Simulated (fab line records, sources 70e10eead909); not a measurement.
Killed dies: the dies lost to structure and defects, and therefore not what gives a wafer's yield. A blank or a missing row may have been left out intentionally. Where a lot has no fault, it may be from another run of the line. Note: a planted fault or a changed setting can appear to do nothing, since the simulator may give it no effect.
A struck lot beside a sound one :: flow nand harc :: 18 steps out of a route of 1159
Sound: these wafers, L557.1, L557.3, L557.4. Wafers L558.1, L558.4, L558.6 were the ones struck. The cause comes at the end.
At each step with rows: each side's tool, then ch and its chambers, then its first start. Under that, the readings that differ: sound wafers :: struck wafers :: difference of the means :: sigmas: that difference in standard deviations of wafers without a fault.
alike: words and numbers the same on both sides, and readings whose means are apart by under 2 such deviations; not compared: readings that were withheld, readings missing a value for some wafer, numbers with overlapping values and no deviation given by the record, and bounds like >300 which may hide the same value.
A row with sigmas, a row that says differs or no value, or rows on one side alone: a step with any of these is where the two part. Numbers that don't overlap but have no deviation are shown without sigmas and don't part them. A reading that every wafer of one side lacks parts them only if that side has two wafers or more.

first, 2 steps without rows for these wafers: NHARC_P_STI_SRD_39; NHARC_P_STI_OXIDE_40 (material SiO2, target thk 10 nm, ox time 1362 s).
NHARC_P_STI_INSPECT_25:
  struck on defect inspect-01, day 4 08:49; sound on defect inspect-02, day 4 00:20
  alike: raw defect count
then, 9 steps without rows for these wafers: NHARC_P_GATE_ETCH_69 (etches SiO2 in dHF, target depth 14 nm); NHARC_P_GATE_PRECLEAN_70 (cleans in SC1); NHARC_P_GATE_SRD_01; NHARC_P_GATE_OXIDE_02 (material SiO2, target thk 37.5 nm, ox time 365 s); NHARC_P_GATE_DEHYDRATE_03 (time 120 s); NHARC_P_GATE_HMDS_04 (time 30 s); NHARC_P_GATE_COAT_05; NHARC_P_GATE_SOFTBAKE_06 (time 95 s); NHARC_P_GATE_EBR_07.
NHARC_P_GATE_EXPOSE_08: exposes mask P HV.
  sound on krf scanner-02 ch 0, day 4 08:13; struck on krf scanner-04 ch 0, day 4 16:52
reading: mask
sound: P_HV#0 P_HV#0 P_HV#0
struck: P_NSD#0 P_NSD#0 P_NSD#0
difference: differs
sigmas: 
then, 2 steps without rows for these wafers: NHARC_P_GATE_PEB_09 (peb time 85 s); NHARC_P_GATE_DEVELOP_10 (time 70 s).
NHARC_P_GATE_CD_MEAS_11: the cd target is 1640 nm.
  sound on cd sem-01 ch 0, day 4 08:23; struck on cd sem-01 ch 0, day 4 17:02
reading: cd nm (nm)
sound: 1640.2 1639.8 1640.5
struck: - - -
difference: no value on the struck wafers
sigmas: 
then, 1 step without rows for these wafers: NHARC_P_GATE_HARDBAKE_12 (time 80 s).
-- record jumps: 15 days between struck wafers' starts before vs after; left off in module P_GATE, resumes in module END, first step shown is number 1159 of the route --
NHARC_END_SORT_01:
  sound on prober-02 ch 0, day 20 00:38; struck on prober-01 ch 0, day 20 00:35
reading: hold
sound: - - -
struck: await dispo/5.6h/scrap await dispo/5.6h/scrap await dispo/5.6h/scrap
difference: no value on the sound wafers
sigmas: 

reading: killed at periphery
sound: 2 6 3
struck: 648 647 646
difference: +643
sigmas: +99 or more

reading: killed dies
sound: 24 22 14
struck: 677 677 677
difference: +657
sigmas: +70
  alike: killed at array, killed at other, killed open, killed short

== WHERE THEY PART ==
Earliest at NHARC_P_GATE_EXPOSE_08; latest, in this record, at NHARC_END_SORT_01.

WHY: the cause the simulator had injected
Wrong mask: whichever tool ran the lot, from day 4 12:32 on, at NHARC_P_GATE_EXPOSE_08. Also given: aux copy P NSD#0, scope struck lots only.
